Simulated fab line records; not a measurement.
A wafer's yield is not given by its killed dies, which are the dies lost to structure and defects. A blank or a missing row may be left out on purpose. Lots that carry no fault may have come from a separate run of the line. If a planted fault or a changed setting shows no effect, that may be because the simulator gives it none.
Matching of chambers ; flow nand harc ; pecvd-02 running NHARC_THIN_TSV_DEP_47: 3 sister chambers
The step deposits SiO2, target thk 200 nm. 14 wafers are shown with their chamber, then 7 later ones without.

== WAFERS PAIRED WITH THEIR CHAMBERS ==
wafer;chamber;throttle valve pct (%);flow sccm (sccm)
L317.4;2;14.6;2644
L317.5;0;15.6;2642
L317.6;1;15.4;2637
L319.1;2;14.7;2666
L319.3;0;15.6;2644
L319.5;2;14.8;2656
L324.2;2;14.7;2658
L324.3;0;14.9;2640
L324.6;2;14.6;2661
L328.1;1;14.7;2660
L328.5;2;14.7;2642
L328.6;1;14.6;2639
L333.1;1;15.2;2665
L333.2;2;14.8;2647

SIGNATURES, as means of the wafers listed above
reading;chamber 0;chamber 1;chamber 2;scatter within a chamber
throttle valve pct;15.367;14.975;14.700;0.272
flow sccm;2642.00;2650.25;2653.43;10.1
Rule: a wafer's distance from a chamber is the root of the sum, over the readings, of the square of ((its reading less the chamber's mean) divided by the reading's scatter). The wafer belongs to the nearest chamber; if the next one is less than 2 further off, it can't be placed. How the scatter is found: for the shown wafers, subtract from each reading the mean of its chamber, square and add these, divide the total by (wafers less chambers), then take the root.

== WAFERS WITH NO CHAMBER GIVEN ==
wafer;throttle valve pct (%);flow sccm (sccm)
L333.4;15.1;2641
L337.2;15.3;2663
L337.3;14.8;2630
L337.5;15.3;2651
L338.2;14.8;2649
L338.3;15.1;2650
L338.5;15.1;2642

== WHICH CHAMBER EACH WENT THROUGH ==
wafer;from the rows above;in truth
L333.4;can't be placed: 0 or 1 or 2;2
L337.2;can't be placed: 1 or 0 or 2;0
L337.3;can't be placed: 1 or 2 or 0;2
L337.5;can't be placed: 0 or 1 or 2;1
L338.2;can't be placed: 2 or 1 or 0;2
L338.3;can't be placed: 1 or 0 or 2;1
L338.5;can't be placed: 1 or 0 or 2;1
Placed correctly: 0 of 7. Unplaceable from these rows: 7, with the true chamber sitting among the candidates in 7. Wrongly placed: 0.
